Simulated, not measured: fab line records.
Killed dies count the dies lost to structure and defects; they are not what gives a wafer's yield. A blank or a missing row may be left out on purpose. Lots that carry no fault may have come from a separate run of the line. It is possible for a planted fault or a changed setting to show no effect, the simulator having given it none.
Which of the tools did it? -- flow nand harc -- 72 wafers from 24 lots sampled at 6 of the route's 1159 steps

== WHAT THE GAUGES READ, wafer by wafer ==
The record holds no reading of a measuring or inspecting step that can be judged against a usual standard deviation.

== EACH LOT AND THE TOOL THAT RAN IT (in order: tool; ch and the chambers of the sampled wafers; start) ==
lot,NHARC_A_CONTACT_ETCH_120,NHARC_A_CONTACT_DESCUM_74,NHARC_A_CONTACT_ETCH_128,NHARC_A_CONTACT_ETCH_133,NHARC_A_CONTACT_ETCH_89,NHARC_A_CONTACT_ETCH_98
L074,"har cap etch-03 ch 0,1, day 15 20:50","rie diel-05 ch 1,2,3, day 16 04:38","har cap etch-03 ch 0,1, day 16 06:37","har cap etch-03 ch 0,1, day 16 07:35","rie diel-04 ch 0,3, no start","rie diel-04 ch 1,2, no start"
L076,"har cap etch-01 ch 0,1, day 16 18:45","rie diel-07 ch 0,1,2, day 16 23:34","har cap etch-02 ch 0,1, day 17 01:55","har cap etch-02 ch 0,1, day 17 02:40","rie diel-05 ch 1,2, no start","rie diel-04 ch 0,3, no start"
L075,"har cap etch-02 ch 0,1, day 16 23:31","rie diel-05 ch 1,2, day 17 04:17","har cap etch-01 ch 0,1, day 17 06:05","har cap etch-01 ch 0,1, day 17 06:48","rie diel-07 ch 0,2,3, no start","rie diel-05 ch 0,1,3, no start"
L077,"har cap etch-03 ch 0,1, day 17 01:07","rie diel-04 ch 0,1,2, day 17 07:34","har cap etch-02 ch 0,1, day 17 09:42","har cap etch-02 ch 0,1, day 17 10:31","rie diel-04 ch 1,2,3, no start","rie diel-05 ch 1,2, no start"
L078,"har cap etch-03 ch 0,1, day 17 05:23","rie diel-05 ch 2,3, day 17 11:16","har cap etch-01 ch 0,1, day 17 13:32","har cap etch-01 ch 0,1, day 17 14:14","rie diel-04 ch 0,2,3, no start","rie diel-04 ch 0,3, no start"
L079,"har cap etch-01 ch 0,1, day 17 09:40","rie diel-04 ch 1,2,3, day 17 14:37","har cap etch-02 ch 0,1, day 17 16:34","har cap etch-02 ch 0,1, day 17 17:16","rie diel-04 ch 2,3, no start","rie diel-04 ch 0,2,3, no start"
L082,"har cap etch-02 ch 1, day 18 03:52","rie diel-04 ch 0,1,3, day 18 09:42","har cap etch-01 ch 0,1, day 18 11:27","har cap etch-01 ch 0,1, day 18 12:11","rie diel-04 ch 0,1,2, no start","rie diel-04 ch 0,2,3, no start"
L084,"har cap etch-03 ch 0,1, day 18 14:40","rie diel-07 ch 2,3, day 18 19:54","har cap etch-01 ch 0,1, day 18 21:41","har cap etch-01 ch 0,1, day 18 22:24","rie diel-04 ch 0,2,3, no start","rie diel-05 ch 1,3, no start"
L081,"har cap etch-02 ch 0,1, day 18 16:18","rie diel-07 ch 0,1,2, day 18 22:01","har cap etch-03 ch 0,1, day 18 23:46","har cap etch-03 ch 0,1, day 19 00:28","rie diel-05 ch 1,2,3, no start","rie diel-04 ch 1,2, no start"
L083,"har cap etch-01 ch 0,1, day 18 17:10","rie diel-05 ch 0,1,2, day 18 22:16","har cap etch-02 ch 0,1, day 19 00:00","har cap etch-02 ch 0,1, day 19 00:43","rie diel-07 ch 0,1, no start","rie diel-05 ch 0,1,3, no start"
L080,"har cap etch-02 ch 0,1, day 18 20:15","rie diel-04 ch 1,2,3, day 19 01:35","har cap etch-01 ch 1, day 19 03:19","har cap etch-01 ch 1, day 19 04:01","rie diel-04 ch 0,3, no start","rie diel-04 ch 1,3, no start"
L087,"har cap etch-02 ch 0,1, day 19 16:35","rie diel-04 ch 1,2,3, day 19 21:29","har cap etch-03 ch 0,1, day 19 23:58","har cap etch-03 ch 0,1, day 20 00:57","rie diel-04 ch 0,1,2, no start","rie diel-05 ch 1,3, no start"
L086,"har cap etch-01 ch 0,1, day 19 17:04","rie diel-04 ch 2,3, day 19 21:59","har cap etch-02 ch 0,1, day 20 00:14","har cap etch-02 ch 0,1, day 20 00:56","rie diel-04 ch 1,2,3, no start","rie diel-07 ch 0,1, no start"
L089,"har cap etch-01 ch 0,1, day 20 00:55","rie diel-05 ch 0,1,3, day 20 06:59","har cap etch-01 ch 0,1, day 20 08:47","har cap etch-01 ch 0,1, day 20 09:31","rie diel-07 ch 1,2,3, no start","rie diel-07 ch 1,3, no start"
L085,"har cap etch-02 ch 0,1, day 20 02:08","rie diel-04 ch 1,2,3, day 20 08:45","har cap etch-01 ch 0,1, day 20 10:55","har cap etch-01 ch 0,1, day 20 11:38","rie diel-05 ch 0,1,2, no start","rie diel-04 ch 0,1,2, no start"
L088,"har cap etch-03 ch 0, day 20 05:15","rie diel-07 ch 0,2, day 20 10:52","har cap etch-03 ch 1, day 20 12:55","har cap etch-03 ch 1, day 20 13:52","rie diel-04 ch 2,3, no start","rie diel-04 ch 0,2,3, no start"
L091,"har cap etch-03 ch 0,1, day 20 09:10","rie diel-07 ch 0,3, day 20 15:52","har cap etch-01 ch 0,1, day 20 17:39","har cap etch-01 ch 0,1, day 20 18:25","rie diel-04 ch 0,1,3, no start","rie diel-04 ch 0,1, no start"
L090,"har cap etch-02 ch 0,1, day 20 10:24","rie diel-05 ch 2,3, day 20 18:49","har cap etch-03 ch 0,1, day 20 21:02","har cap etch-03 ch 0,1, day 20 21:59","rie diel-04 ch 0,3, no start","rie diel-07 ch 0,2,3, no start"
L092,"har cap etch-03 ch 0,1, day 20 18:55","rie diel-05 ch 0,1,2, day 21 02:25","har cap etch-01 ch 0,1, day 21 04:13","har cap etch-01 ch 0,1, day 21 04:59","rie diel-04 ch 1,2, no start","rie diel-04 ch 1,2,3, no start"
L093,"har cap etch-02 ch 0,1, day 20 20:39","rie diel-04 ch 1,2,3, day 21 04:19","har cap etch-03 ch 0,1, day 21 06:05","har cap etch-03 ch 0,1, day 21 06:50","rie diel-05 ch 0,2,3, no start","rie diel-04 ch 0,2,3, no start"
L094,"har cap etch-01 ch 0,1, day 21 12:27","rie diel-04 ch 1,2,3, day 21 17:28","har cap etch-03 ch 0,1, day 21 19:14","har cap etch-03 ch 0,1, day 21 19:56","rie diel-04 ch 0,3, no start","rie diel-04 ch 0,2, no start"
L095,"har cap etch-03 ch 0,1, day 21 13:33","rie diel-07 ch 1,2,3, day 21 18:17","har cap etch-02 ch 0,1, day 21 20:02","har cap etch-02 ch 0,1, day 21 20:44","rie diel-07 ch 1,2, no start","rie diel-07 ch 0,1,3, no start"
L096,"har cap etch-02 ch 0,1, day 22 03:16","rie diel-04 ch 2,3, day 22 07:51","har cap etch-03 ch 0,1, day 22 09:36","har cap etch-03 ch 0,1, day 22 10:18","rie diel-04 ch 2,3, no start","rie diel-04 ch 2,3, no start"
L097,"har cap etch-01 ch 0,1, day 22 07:29","rie diel-05 ch 0,1, day 22 12:29","har cap etch-03 ch 0,1, day 22 14:28","har cap etch-03 ch 0,1, day 22 15:13","rie diel-04 ch 1,2,3, no start","rie diel-04 ch 1,3, no start"
- NHARC_A_CONTACT_ETCH_120: etches the open film in C4F8/O2/Ar, time 94 s, target depth 922 nm.
- NHARC_A_CONTACT_DESCUM_74: chemistry O2, time 3 s.
- NHARC_A_CONTACT_ETCH_128: etches the open film in C4F8/O2/Ar, time 155 s, target depth 956 nm.
- NHARC_A_CONTACT_ETCH_133: etches the open film in C4F8/O2/Ar, time 195 s, target depth 840 nm.
- NHARC_A_CONTACT_ETCH_89: etches the open film in N2/H2, target depth 260 nm, time 475.3 s.
- NHARC_A_CONTACT_ETCH_98: etches the open film in C4F6/O2, target depth 20 nm, time 10 s.

== AS READ BY THE TOOLS THEMSELVES (means over the sampled wafers that have a number; for cases with no such wafer, the mark the record gives instead) ==
NHARC_A_CONTACT_DESCUM_74.
lot,tool,drypump motor current A (A),o2 flow sccm (sccm),oes product au (a.u.),rf vpp V (V),showerhead plenum p Torr (Torr),throttle valve pct (%)
L074,rie diel-05,5.9,200.2,1.004,57.6,1.95,11.321
L076,rie diel-07,5.5,199.6,0.995,57.6,1.96,11.301
L075,rie diel-05,6.0,200.5,1.003,58.1,1.98,11.307
L077,rie diel-04,5.6,200.7,0.999,58.8,1.92,11.307
L078,rie diel-05,6.3,200.1,0.998,57.7,1.92,11.312
L079,rie diel-04,5.4,200.3,0.993,58.4,1.96,11.310
L082,rie diel-04,5.5,199.8,1.002,57.9,1.93,11.311
L084,rie diel-07,5.6,200.2,0.984,57.9,1.90,11.301
L081,rie diel-07,5.5,199.8,0.990,58.0,1.95,11.320
L083,rie diel-05,5.9,199.9,0.985,57.7,1.95,11.304
L080,rie diel-04,5.4,200.3,1.002,58.1,1.96,11.309
L087,rie diel-04,5.4,200.1,0.998,57.7,1.95,11.308
L086,rie diel-04,5.5,199.8,1.012,58.3,1.99,11.318
L089,rie diel-05,5.9,199.3,0.999,57.5,1.92,11.307
L085,rie diel-04,5.4,200.0,0.994,57.7,1.95,11.316
L088,rie diel-07,6.1,199.7,0.983,57.8,1.93,11.311
L091,rie diel-07,5.1,199.3,0.983,58.1,2.00,11.310
L090,rie diel-05,6.3,199.7,1.007,57.7,1.88,11.317
L092,rie diel-05,6.0,200.6,0.982,57.8,1.94,11.309
L093,rie diel-04,5.4,200.2,1.006,57.5,1.95,11.305
L094,rie diel-04,5.4,200.1,1.001,57.6,1.95,11.309
L095,rie diel-07,5.5,200.3,1.000,57.9,1.90,11.307
L096,rie diel-04,5.5,199.8,1.011,57.3,1.99,11.296
L097,rie diel-05,5.9,199.8,0.992,58.0,1.92,11.320

NHARC_A_CONTACT_ETCH_89.
lot,tool,drypump motor current A (A),oes product au (a.u.),rf vpp V (V),showerhead plenum p Torr (Torr),throttle valve pct (%)
L074,rie diel-04,5.6,1.015,432.9,2.10,14.175
L076,rie diel-05,5.9,1.005,432.9,2.12,14.174
L075,rie diel-07,5.6,1.004,431.4,2.08,14.168
L077,rie diel-04,5.5,1.002,431.4,2.09,14.176
L078,rie diel-04,5.8,1.012,431.0,2.08,14.171
L079,rie diel-04,5.7,1.016,432.8,2.11,14.182
L082,rie diel-04,5.6,1.005,429.9,2.04,14.181
L084,rie diel-04,5.7,1.008,432.3,2.08,14.163
L081,rie diel-05,5.9,0.989,431.8,2.07,14.178
L083,rie diel-07,5.0,0.983,433.0,2.10,14.175
L080,rie diel-04,5.6,1.017,431.2,2.10,14.179
L087,rie diel-04,5.6,1.000,431.5,2.04,14.170
L086,rie diel-04,5.4,1.003,432.1,2.08,14.166
L089,rie diel-07,5.6,0.988,430.1,2.03,14.166
L085,rie diel-05,5.9,0.995,431.2,2.08,14.170
L088,rie diel-04,5.6,1.002,432.8,2.12,14.180
L091,rie diel-04,5.5,1.009,430.6,2.06,14.172
L090,rie diel-04,5.8,0.999,430.2,2.05,14.174
L092,rie diel-04,5.3,1.003,430.9,2.04,14.172
L093,rie diel-05,6.3,1.010,428.9,2.00,14.162
L094,rie diel-04,5.6,1.001,431.4,2.09,14.177
L095,rie diel-07,6.0,0.989,429.2,2.01,14.170
L096,rie diel-04,5.7,1.020,433.0,2.10,14.174
L097,rie diel-04,5.4,1.009,430.2,2.08,14.167

NHARC_A_CONTACT_ETCH_98.
lot,tool,c4f6 flow sccm (sccm),drypump motor current A (A),o2 flow sccm (sccm),oes product au (a.u.),rf vpp V (V),showerhead plenum p Torr (Torr),throttle valve pct (%)
L074,rie diel-04,25.04,5.5,19.97,0.955,548.5,3.98,26.899
L076,rie diel-04,24.94,5.6,20.01,0.953,548.6,4.02,26.906
L075,rie diel-05,24.97,6.0,20.01,0.906,547.0,3.94,26.900
L077,rie diel-05,25.05,5.6,20.02,0.937,550.6,4.11,26.900
L078,rie diel-04,25.03,5.6,20.08,0.956,549.8,4.02,26.901
L079,rie diel-04,24.94,5.8,20.00,0.946,548.2,4.00,26.914
L082,rie diel-04,25.02,5.8,19.96,0.958,548.2,4.00,26.896
L084,rie diel-05,25.00,5.6,19.89,0.947,549.2,4.05,26.898
L081,rie diel-04,24.93,5.5,20.04,0.998,547.4,3.98,26.897
L083,rie diel-05,24.99,6.0,20.02,0.955,546.8,3.94,26.905
L080,rie diel-04,25.03,5.2,20.03,0.954,548.5,3.96,26.899
L087,rie diel-05,25.04,5.6,20.03,0.946,548.7,4.04,26.902
L086,rie diel-07,25.01,5.0,19.96,0.990,550.6,4.10,26.901
L089,rie diel-07,25.04,5.0,19.98,0.949,547.0,3.94,26.917
L085,rie diel-04,25.00,5.6,20.05,1.008,547.6,3.92,26.898
L088,rie diel-04,24.99,5.7,20.00,0.945,549.1,3.99,26.900
L091,rie diel-04,24.96,5.4,20.04,0.967,546.6,3.88,26.898
L090,rie diel-07,24.97,5.6,20.03,0.911,548.4,3.97,26.905
L092,rie diel-04,25.00,5.5,20.01,0.941,549.3,4.00,26.900
L093,rie diel-04,25.01,5.8,20.02,0.957,548.0,3.99,26.911
L094,rie diel-04,25.10,5.9,20.01,0.955,547.2,3.96,26.903
L095,rie diel-07,24.99,5.1,19.99,0.965,549.0,4.01,26.907
L096,rie diel-04,25.02,5.7,19.91,0.959,548.7,4.03,26.897
L097,rie diel-04,24.93,5.2,20.05,0.964,546.9,3.95,26.901

== THE ANSWER, worked out from the rows above alone ==
Rule: usual is defined by the lots themselves. Put in order of their means at a reading, lots are off if they are a third of the lots or fewer, leave a main group of 4 or more, and stand apart from it by a gap of 3 or more times the standard deviation of the main group's means; of several such gaps the widest counts. Not used: any main group whose means are identical at the precision the tables above print for the reading. Also off: a lot with no number at a reading for which 4 or more lots have one. Any other lot the step has rows for is counted as sound. The gauges are gone through in route order, then the tools' own readings, and for those a lot's mean is taken as printed above. At the first step where some lot is off, the reading lying furthest off is the one used; lots without a number count as furthest.
No lot is off at any reading shown: from this, nothing can be told.

== WHAT THE SIMULATOR HAD PUT IN ==
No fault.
